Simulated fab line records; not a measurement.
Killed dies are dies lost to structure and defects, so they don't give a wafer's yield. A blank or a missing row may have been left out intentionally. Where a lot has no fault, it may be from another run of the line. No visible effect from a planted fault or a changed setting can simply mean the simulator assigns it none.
Chamber matching -- flow n5Finfet -- N5_BEOL_M9_STRIP_67 on rieDiel-01 has 4 sister chambers
The step strips in CF4. 4 wafers are shown with their chamber, then 7 later ones without.

== WAFERS WITH THEIR CHAMBER ==
wafer,chamber,drypumpMotorCurrentA (A)
L078.6,3,5.85
L081.4,2,5.65
L082.1,0,5.63
L082.2,1,6.12

== WAFERS WITHOUT THEIR CHAMBER ==
wafer,drypumpMotorCurrentA (A)
L082.5,5.64
L086.1,6.10
L086.2,5.85
L086.4,6.07
L088.1,5.65
L088.2,6.12
L088.4,6.14

== EACH ONE'S CHAMBER ==
wafer,from the rows above,in truth
L082.5,can't be placed: 0 or 2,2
L086.1,1,1
L086.2,3,3
L086.4,1,1
L088.1,can't be placed: 2 or 0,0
L088.2,1,1
L088.4,1,1
Correct placement for 5 of the 7. From these rows, 2 cannot be placed; in 2 the true chamber is one of the candidates. Wrongly placed: 0.
How it was worked out, from the rows above alone: a wafer's distance from a chamber is the root of the sum, over the readings, of the square of ((its reading less the chamber's mean) divided by the reading's scatter). The wafer belongs to the nearest chamber; if the next one is less than 2 further off, it can't be placed. The mean given for a chamber averages the wafers shown for that chamber. The scatter (one wafer shown for each chamber): square how far every hidden wafer sits from the nearest shown wafer, average those squares and take the square root.
